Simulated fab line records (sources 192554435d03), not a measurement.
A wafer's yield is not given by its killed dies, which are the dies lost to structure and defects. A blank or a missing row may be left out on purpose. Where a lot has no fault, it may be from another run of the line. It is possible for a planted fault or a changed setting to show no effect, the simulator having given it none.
fab line records | flow n5Finfet
record: lots: 10 wafers: 28 lastDay: 18
route steps=1938 shown MOL_CONTACT_COAG@550 BEOL_M4@1111 PASSIVATION@1936
lots with no fault: from the same line, run without faults
startH: hours from the record's opening day to when the first of the lot's shown wafers began | waitH: time in hours since the lot's previous step | " identical to the entry in the row above | L1.1+2: a row that stands for several wafers | - either no value or no given start | * or withheld: withheld | < > ~ a bound
route shown NAME@n: NAME is a module with steps in the file, n the number in the route of the first one | usual: average and standard deviation across the fault-free wafers | same: alike in all rows | chamber/n: place in a boat | sites: readings site by site | _std_site: their standard deviation | _edge_site: the outer-site mean with the inner-site mean subtracted | radiusMm: for every site, how far away it sits from the centre of the wafer | mask NAME#n: copy n | behind: the tool/chamber that last shaped the wafer | hold: why the lot went on hold/how many hours it stayed there/how the hold came to an end | device: the n, p or np transistor that did not switch | end of line: at the end of the route, the tests of the same wafers | a step with no rows: only its recipe | killed: at the first sort, the dies lost to defects and structure; wafer yield is something else | map: per-die view of a wafer (x killed, . not killed, _ where there is no die)
set.NAME: the setting that was run; set.NAME@STEP: the one run at that earlier step | model.NAME: the simulator's own value behind a step, which no gauge read
a sample of lots followed through the steps of the route, with each step as a table and each wafer as a row
services: from which hour (startH, from the record's first day; less than 0 if before it) a tool's chamber was out of use, for how many hours, and why
== steps ==
step: N5_MOL_CONTACT_COAG_PRE_CLEAN_142
recipe: gas: H2/He timeS: 60 tempC: 300
usual: heaterPowerW: 463/47 susceptorTempC: 299.98/0.2
columns lot.wafer tool chamber startH waitH heaterPowerW susceptorTempC
L659.2 pvdSputter-02 - 103.10 1.3 477 300.23
L659.5 " - " " 409 300.16
L659.6 " - " " 400 299.87
L660.4 pvdSputter-01 - 118.16 4.2 595 300.07
L660.5 " - " " 435 300.07
L660.6 " - " " 503 299.73
L661.1 pvdSputter-01 - 122.60 1.6 502 299.94
L661.3 " - " " 457 299.97
L661.6 " - " " 590 299.85
L663.1 pvdSputter-02 - 125.54 2.2 391 299.90
L663.3 " - " " 397 300.02
L663.4 " - " " 485 299.66
L664.3 pvdSputter-03 - 128.99 1.9 456 300.12
L664.4 " - " " 462 299.75
L664.5 " - " " 476 299.81
L665.2 pvdSputter-01 - 132.85 0.8 506 300.17
L665.3 " - " " 590 300.08
L665.5 " - " " 503 300.13
L668.1 pvdSputter-02 - 159.59 1.6 414 299.97
L668.4 " - " " 511 299.77
L668.6 " - " " 405 300.27
L674.1 pvdSputter-03 - 187.94 1.1 470 300.07
L674.2 " - " " 439 300.04
L674.6 " - " " 443 300.16
L677.5 pvdSputter-03 - 212.03 1.0 456 300.09
L677.6 " - " " 466 299.78
L679.1 pvdSputter-01 - 222.17 0.9 430 300.43
L679.4 " - " " 590 300.10
step: N5_MOL_CONTACT_COAG_EXPOSE_81
recipe: maskId: VG na: 0.33 sourceShape: annular sigmaInner: 0.3 sigmaOuter: 0.7 polarization: unpolarized defocusNm: 0 doseMj: 59.5
columns lot.wafer tool chamber startH waitH mask
L659.2+5+6 euvScanner-01 0 106.78 - VG#0
L660.4+5+6 euvScanner-01 0 122.32 - VG#0
L661.1+3+6 euvScanner-01 0 126.49 - VG#0
L663.1+3+4 euvScanner-01 0 129.64 - VG#0
L664.3+4+5 euvScanner-02 0 133.27 - VG#0
L665.2+3+5 euvScanner-02 0 136.60 - VG#0
L668.1+4+6 euvScanner-01 0 163.51 - VG#0
L674.1+2+6 euvScanner-02 0 192.42 - VG#0
L677.5+6 euvScanner-02 0 216.23 - VG#0
L679.1+4 euvScanner-02 0 225.85 - VG#0
step: N5_MOL_CONTACT_COAG_OVL_MEAS_85
recipe: pointsPerWafer: 522
usual: VG_OVL: 0.1/0.73
same: pointsPerWafer: 522
columns lot.wafer tool chamber startH waitH VG_OVL[nm]
L659.2 overlay-02 0 106.95 0.0 0.1
L659.5 " 0 " " 1.0
L659.6 " 0 " " 0.5
L660.4 overlay-01 0 122.48 0.0 -0.2
L660.5 " 0 " " 0.3
L660.6 " 0 " " 0.1
L661.1 overlay-02 0 126.67 0.0 1.0
L661.3 " 0 " " -0.4
L661.6 " 0 " " -0.1
L663.1 overlay-01 0 129.81 0.0 3.7
L663.3 " 0 " " 3.9
L663.4 " 0 " " 4.2
L664.3 overlay-01 0 133.44 0.0 0.5
L664.4 " 0 " " 0.3
L664.5 " 0 " " 0.7
L665.2 overlay-01 0 136.77 0.0 -0.1
L665.3 " 0 " " -0.8
L665.5 " 0 " " -0.4
L668.1 overlay-01 0 163.68 0.0 6.0
L668.4 " 0 " " 5.1
L668.6 " 0 " " 5.2
L674.1 overlay-01 0 192.60 0.0 -0.2
L674.2 " 0 " " 0.0
L674.6 " 0 " " -0.4
L677.5 overlay-02 0 216.39 0.0 0.9
L677.6 " 0 " " 1.3
L679.1 overlay-02 0 226.03 0.0 0.4
L679.4 " 0 " " 0.8
step: N5_MOL_CONTACT_COAG_INSPECT_57
recipe: mode: adi inspectInstrument: brightfield
usual: rawDefectCount: 205/48
columns lot.wafer tool chamber startH waitH rawDefectCount
L659.2 defectInspect-01 - 107.00 0.0 173
L659.5 " - " " 202
L659.6 " - " " 106
L660.4 defectInspect-02 - 122.52 0.0 261
L660.5 " - " " 168
L660.6 " - " " 193
L661.1 defectInspect-02 - 126.72 0.1 342
L661.3 " - " " 241
L661.6 " - " " 260
L663.1 defectInspect-02 - 129.87 0.1 237
L663.3 " - " " 188
L663.4 " - " " 207
L664.3 defectInspect-01 - 133.49 0.0 168
L664.4 " - " " 149
L664.5 " - " " 157
L665.2 defectInspect-02 - 136.82 0.0 221
L665.3 " - " " 202
L665.5 " - " " 180
L668.1 defectInspect-01 - 163.74 0.1 123
L668.4 " - " " 184
L668.6 " - " " 211
L674.1 defectInspect-02 - 192.65 0.1 208
L674.2 " - " " 168
L674.6 " - " " 133
L677.5 defectInspect-02 - 216.43 0.0 204
L677.6 " - " " 177
L679.1 defectInspect-01 - 226.09 0.1 197
L679.4 " - " " 161
step: N5_MOL_CONTACT_COAG_ETCHBACK_135
recipe: chemistry: CHF3 target: SiO2 targetDepthA: 250 timeS: 16.7 ionEnergyEv: 200 pressureMtorr: 30 sourceW: 610 biasW: 170 Ar_flow_sccm: 200 CHF3_flow_sccm: 50
usual: drypumpMotorCurrentA: 5.6/0.53 oesProductAu: 0.78/0.084 rfVppV: 518/13 showerheadPlenumPTorr: 2.40/0.053 throttleValvePct: 18.70/0.29
columns lot.wafer tool chamber startH waitH drypumpMotorCurrentA oesProductAu rfHoursCounterH rfVppV showerheadPlenumPTorr throttleValvePct
L659.2 rieDiel-05 0 108.18 0.0 6.3 0.81 95 502 2.32 18.64
L659.5 " 3 " " 5.6 0.71 - 529 2.44 18.68
L659.6 " 2 " " 5.9 0.88 - 497 2.34 18.52
L660.4 rieDiel-05 3 123.02 0.0 5.6 0.71 - 527 2.44 18.70
L660.5 " 0 " " 6.3 0.80 - 504 2.31 18.64
L660.6 " 2 " " 5.9 0.87 - 498 2.34 18.51
L661.1 rieDiel-05 3 127.51 0.0 5.6 0.71 218 528 2.44 18.69
L661.3 " 2 " " 5.9 0.88 38 495 2.34 18.52
L661.6 " 1 " " 4.9 0.70 - 515 2.41 18.64
L663.1 rieDiel-06 1 130.34 0.0 6.5 0.86 59 524 2.42 18.23
L663.3 " 0 " " 5.3 0.75 161 506 2.48 18.94
L663.4 " 2 " " 5.4 0.68 246 531 2.42 18.82
L664.3 rieDiel-06 2 133.96 0.0 5.4 0.68 247 530 2.42 18.81
L664.4 " 0 " " 5.3 0.75 161 505 2.48 18.95
L664.5 " 3 " " 4.8 0.92 - 532 2.34 18.20
L665.2 rieDiel-05 1 137.29 0.0 4.9 0.70 169 514 2.40 18.63
L665.3 " 3 " " 5.6 0.71 221 529 2.44 18.70
L665.5 " 0 " " 6.3 0.80 - 504 2.31 18.66
L668.1 rieDiel-05 3 164.35 0.0 5.6 0.70 230 529 2.43 18.72
L668.4 " 1 " " 5.0 0.68 179 515 2.40 18.67
L668.6 " 3 " " 5.6 0.70 - 529 2.43 18.71
L674.1 rieDiel-02 1 193.18 0.0 5.8 0.75 141 522 2.38 18.94
L674.2 " 0 " " 6.2 0.69 225 538 2.45 19.17
L674.6 " 1 " " 5.8 0.75 - 521 2.38 18.95
L677.5 rieDiel-02 2 216.91 0.0 5.1 0.70 - 517 2.46 18.90
L677.6 " 1 " " 5.7 0.75 - 522 2.38 18.95
L679.1 rieDiel-06 2 226.70 0.0 5.4 0.94 17 532 2.41 18.55
L679.4 " 3 " " 4.8 0.86 48 533 2.33 18.23
step: N5_BEOL_M4_RC_MEAS_101
usual: DIBL_N: 36.5/2.2 DIBL_P: 36.9/2.9 IOFF_N: 0.17/0.044 IOFF_P: 0.22/0.052 ION_N: 671/16 ION_P: 461/10 SS_N: 71.6/0.73 SS_P: 73.5/0.79 VT_N: 250/4.1 VT_P: -250/4.1
columns lot.wafer tool chamber startH waitH DIBL_N[mV/V] DIBL_P[mV/V] IOFF_N[nA/um] IOFF_P[nA/um] ION_N[uA/um] ION_P[uA/um] SS_N[mV/dec] SS_P[mV/dec] VT_N[mV] VT_P[mV]
L659.2 prober-02 0 196.53 0.2 35.9 36.2 0.15 0.21 666 459 70.7 73.0 249 -249
L659.5 " 0 " " 36.7 36.3 0.15 0.20 656 453 71.3 73.7 250 -252
L659.6 " 0 " " 35.2 36.0 0.14 0.21 664 461 71.9 73.2 253 -248
L660.4 prober-01 0 203.46 0.5 34.2 34.5 0.11 0.18 655 451 71.1 72.1 258 -254
L660.5 " 0 " " 37.0 38.1 0.16 0.22 655 448 72.2 73.3 250 -252
L660.6 " 0 " " 35.7 37.1 0.13 0.21 668 463 71.2 72.9 252 -251
L661.1 prober-01 0 207.00 0.0 37.2 35.2 0.16 0.19 653 439 72.2 72.8 253 -253
L661.3 " 0 " " 35.6 36.2 0.14 0.22 658 462 71.2 72.7 254 -250
L661.6 " 0 " " 36.1 35.9 0.15 0.22 670 457 71.4 73.2 253 -251
L663.1 prober-02 0 207.74 0.0 36.2 37.7 0.19 0.27 680 476 71.6 73.3 245 -245
L663.3 " 0 " " 35.3 36.1 0.17 0.24 671 462 70.7 73.0 249 -247
L663.4 " 0 " " 36.0 37.1 0.16 0.24 668 467 71.7 74.0 251 -249
L664.3 prober-01 0 213.08 0.3 37.5 38.7 0.20 0.24 692 466 72.0 74.6 246 -251
L664.4 " 0 " " 34.3 35.8 0.14 0.20 654 450 71.6 73.7 253 -252
L664.5 " 0 " " 36.0 36.9 0.16 0.20 671 457 72.1 73.9 251 -249
L665.2 prober-01 0 219.46 0.2 37.2 36.5 0.16 0.25 671 462 71.9 73.6 252 -246
L665.3 " 0 " " 33.1 31.3 0.11 0.18 648 447 71.2 73.2 255 -248
L665.5 " 0 " " 36.8 36.6 0.16 0.24 660 462 71.2 73.8 250 -247
L668.1 prober-02 0 252.78 0.0 36.4 37.6 0.18 0.21 671 452 71.5 73.4 247 -252
L668.4 " 0 " " 36.7 38.7 0.16 0.23 677 466 71.2 74.4 246 -249
L668.6 " 0 " " 37.2 40.4 0.22 0.25 709 475 71.3 73.4 243 -247
L674.1 prober-02 0 286.97 0.0 38.1 37.6 0.21 0.26 680 465 71.9 73.6 245 -246
L674.2 " 0 " " 38.3 38.7 0.21 0.26 685 468 72.3 74.0 244 -249
L674.6 " 0 " " 37.2 37.2 0.20 0.24 688 465 71.7 73.9 246 -249
L677.5 prober-02 0 297.47 0.6 34.6 34.3 0.13 0.16 652 445 71.5 72.7 253 -253
L677.6 " 0 " " 36.5 37.3 0.18 0.20 669 453 71.7 73.7 245 -250
L679.1 prober-02 0 318.22 0.0 38.1 37.4 0.16 0.24 648 447 71.6 74.0 252 -250
L679.4 " 0 " " 36.0 34.1 0.12 0.16 654 448 71.5 72.8 256 -254
step: N5_PASSIVATION_PROBE_49
usual: defectLimitedYield: 91.3/1.4 killed_at_M0_to_M3: 36/10 killed_at_M4_up: 13/5.4 killedAtContacts: 12/5.3 killedAtFrontEnd: 39/10 killedAtOther: 3.2/2.7 killedDies: 103/16 killedOnRim: 13/4 killedOpen: 68/13 killedShort: 33/6.6 sort_bin_5_function: 5.1/0.92 sort_bin_6_memory: 3.3/0.68 sort_bin_8_speed: 0.1/0.41 sortNPass: 1077/17 sortYieldPct: 91.2/1.4
same: grossDies: 1180 killedAtBackSide: 0 sort_bin_4_leakage[%]: 0
columns lot.wafer tool chamber startH waitH defectLimitedYield[%] killed_at_M0_to_M3 killed_at_M4_up killedAtContacts killedAtFrontEnd killedAtOther killedDies killedOnRim killedOpen killedShort sort_bin_5_function[%] sort_bin_6_memory[%] sort_bin_8_speed[%] sortNPass sortYieldPct[%]
L663.1 prober-01 - 311.93 0.0 88.9 31 14 26 58 2 131 17 83 36 6.4 3.6 0 1049 88.9
L663.3 prober-01 - 312.03 0.1 86.4 27 15 64 54 1 161 21 74 35 8.1 3.2 0 1019 86.4
L663.4 prober-01 - 312.08 0.2 87.5 51 14 24 56 2 147 20 90 38 7.4 3.8 0 1033 87.5
L668.1 prober-01 - 351.59 0.0 55.7 51 16 427 29 0 523 74 72 41 22.0 3.6 0 657 55.7
L668.4 prober-01 - 351.74 0.2 63.4 49 23 334 21 5 432 53 85 31 18.9 3.8 0 748 63.4
L668.6 prober-01 - 351.84 0.3 70.8 43 12 247 39 4 345 43 72 36 15.4 3.9 0 835 70.8
L674.1 prober-02 - 395.68 0.4 91.4 27 18 14 40 2 101 12 64 35 4.8 3.3 0 1079 91.4
L674.2 prober-02 - 395.73 0.4 93.4 27 9 7 35 0 78 12 53 21 4.0 2.4 0 1102 93.4
L674.6 prober-02 - 395.93 0.6 94.2 19 11 8 30 0 68 11 49 17 3.0 2.7 0 1112 94.2
L679.1 prober-01 - 430.72 0.0 92.5 36 6 5 37 4 88 13 52 36 4.1 2.9 0 1092 92.5
L679.4 prober-01 - 430.87 0.2 93.7 17 10 7 37 3 74 5 49 25 4.2 1.9 0.1 1105 93.6
killed by level:class
L663.1 FIN_SAQP:geometricParticle:open=18 BEOL_M3:geometricParticle:open=12 MOL_CONTACT_COAG:overlay=12 STI_FIN_REVEAL:geometricParticle:open=11 MOL_CONTACT_COAG:geometricParticle:open=11 FIN_SAQP:geometricParticle:short=8 BEOL_M4:geometricParticle:open=7 GATE_CUT:geometricParticle:short=4
L663.3 MOL_CONTACT_COAG:overlay=50 STI_FIN_REVEAL:geometricParticle:open=18 MOL_CONTACT_COAG:geometricParticle:open=13 FIN_SAQP:geometricParticle:short=12 BEOL_M3:geometricParticle:open=9 FIN_SAQP:geometricParticle:open=8 BEOL_M4:geometricParticle:open=7 BEOL_M0_SAQP:geometricParticle:short=4
L663.4 STI_FIN_REVEAL:geometricParticle:open=22 BEOL_M0_SAQP:geometricParticle:short=14 MOL_CONTACT_COAG:overlay=14 BEOL_M3:geometricParticle:open=13 BEOL_M0_SAQP:geometricParticle:open=10 FIN_SAQP:geometricParticle:open=7 BEOL_M4:geometricParticle:open=6 MOL_CONTACT_COAG:geometricParticle:open=6
L668.1 MOL_CONTACT_COAG:overlay=410 MOL_CONTACT_COAG:geometricParticle:open=15 FIN_SAQP:geometricParticle:short=11 BEOL_M3:geometricParticle:open=11 BEOL_M0_SAQP:geometricParticle:short=11 BEOL_M2:geometricParticle:open=9 BEOL_M1:geometricParticle:open=8 STI_FIN_REVEAL:geometricParticle:open=6
L668.4 MOL_CONTACT_COAG:overlay=312 MOL_CONTACT_COAG:geometricParticle:open=16 BEOL_M0_SAQP:geometricParticle:open=10 BEOL_M4:geometricParticle:open=9 BEOL_M2:geometricParticle:open=8 BEOL_M0:geometricParticle:open=7 BEOL_M3:geometricParticle:open=7 MOL_CONTACT_COAG:geometricParticle:short=6
L668.6 MOL_CONTACT_COAG:overlay=237 BEOL_M2:geometricParticle:open=13 FIN_SAQP:geometricParticle:open=11 BEOL_M0_SAQP:geometricParticle:short=9 MOL_CONTACT_COAG:geometricParticle:open=8 BEOL_M4:geometricParticle:open=7 BEOL_M0_SAQP:geometricParticle:open=5 FIN_SAQP:geometricParticle:short=4
L674.1 FIN_SAQP:geometricParticle:short=14 MOL_CONTACT_COAG:geometricParticle:open=12 BEOL_M4:geometricParticle:open=11 BEOL_M3:geometricParticle:open=9 BEOL_M1:geometricParticle:open=7 FIN_SAQP:geometricParticle:open=6 BEOL_M3:geometricParticle:short=4 ILD0:geometricParticle:short=3
L674.2 BEOL_M3:geometricParticle:open=10 MOL_CONTACT_COAG:geometricParticle:open=7 BEOL_M1:geometricParticle:open=7 ILD0:geometricParticle:short=6 FIN_SAQP:geometricParticle:open=5 STI_FIN_REVEAL:geometricParticle:short=4 DUMMY_GATE:geometricParticle:open=4 ILD0:geometricParticle:open=4
L674.6 BEOL_M1:geometricParticle:open=10 MOL_CONTACT_COAG:geometricParticle:open=8 FIN_SAQP:geometricParticle:short=6 FIN_SAQP:geometricParticle:open=4 DUMMY_GATE:geometricParticle:open=4 BEOL_M4:geometricParticle:open=4 BEOL_M3:geometricParticle:open=3 BEOL_M8:geometricParticle:open=3
L679.1 BEOL_M0_SAQP:geometricParticle:short=13 FIN_SAQP:geometricParticle:open=11 BEOL_M0_SAQP:geometricParticle:open=10 ILD0:geometricParticle:short=7 BEOL_M1:geometricParticle:open=7 FIN_SAQP:geometricParticle:short=4 DUMMY_GATE:geometricParticle:open=4 ILD0:geometricParticle:open=4
L679.4 FIN_SAQP:geometricParticle:open=8 ILD0:geometricParticle:open=6 STARTING-WAFER:geometricParticle:open=6 BEOL_M0_SAQP:geometricParticle:short=5 MOL_CONTACT_COAG:geometricParticle:open=5 BEOL_M2:geometricParticle:open=5 ILD0:geometricParticle:short=4 STI_FIN_REVEAL:geometricParticle:open=3
== services ==
columns tool chamber startH hours kind
euvScanner-01 - 81.13 17.3 pm
rieDiel-06 3 89.22 5.0 repair
euvScanner-02 0 94.53 - calibration
euvScanner-02 - 98.43 5.8 pm
euvScanner-01 - 102.78 0.8 repair
euvScanner-01 - 105.22 1.0 pm
rieDiel-05 1 121.32 1.8 repair
rieDiel-06 2 144.60 - clean
rieDiel-06 2 144.60 - consumableReplace:focusRing
rieDiel-06 2 144.60 14.3 scheduledDown
rieDiel-06 2 144.60 14.3 ventCycle
euvScanner-01 0 146.23 - calibration
pvdSputter-02 - 146.23 1.1 repair
euvScanner-01 - 149.25 1.0 repair
euvScanner-02 - 153.76 1.0 repair
euvScanner-01 - 161.29 1.0 pm
rieDiel-06 1 173.12 2.4 repair
rieDiel-06 0 174.16 8.3 repair
euvScanner-01 - 176.91 5.8 pm
rieDiel-02 3 177.94 - clean
rieDiel-05 3 211.18 8.2 repair
euvScanner-02 - 216.43 1.0 pm
euvScanner-01 - 217.44 1.0 pm
euvScanner-01 - 222.15 4.6 pm
== key ==
firstSign: step: N5_MOL_CONTACT_COAG_OVL_MEAS_85 reading: VG_OVL direction: up sigmas: 6.3 usual: 0.1 struck: 4.7
effect: step: N5_PASSIVATION_PROBE_49 reading: killedAtContacts direction: up sigmas: 33 usual: 12 struck: 187
moreKillsBornAt: N5_MOL_CONTACT_COAG_EXPOSE_81@euvScanner-01: 1035
metAt N5_MOL_CONTACT_COAG_EXPOSE_81
struckLots L663,L668
notActingAt N5_MOL_CONTACT_COAG_PRE_CLEAN_142,N5_MOL_CONTACT_COAG_INSPECT_57,N5_MOL_CONTACT_COAG_ETCHBACK_135
onsetBetween 126.49 129.64
fault: kind: scannerMatchingOverlay tool: euvScanner-01 chamber: - onsetH: 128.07 steps: N5_MOL_CONTACT_COAG_EXPOSE_81 offset: 4.8803
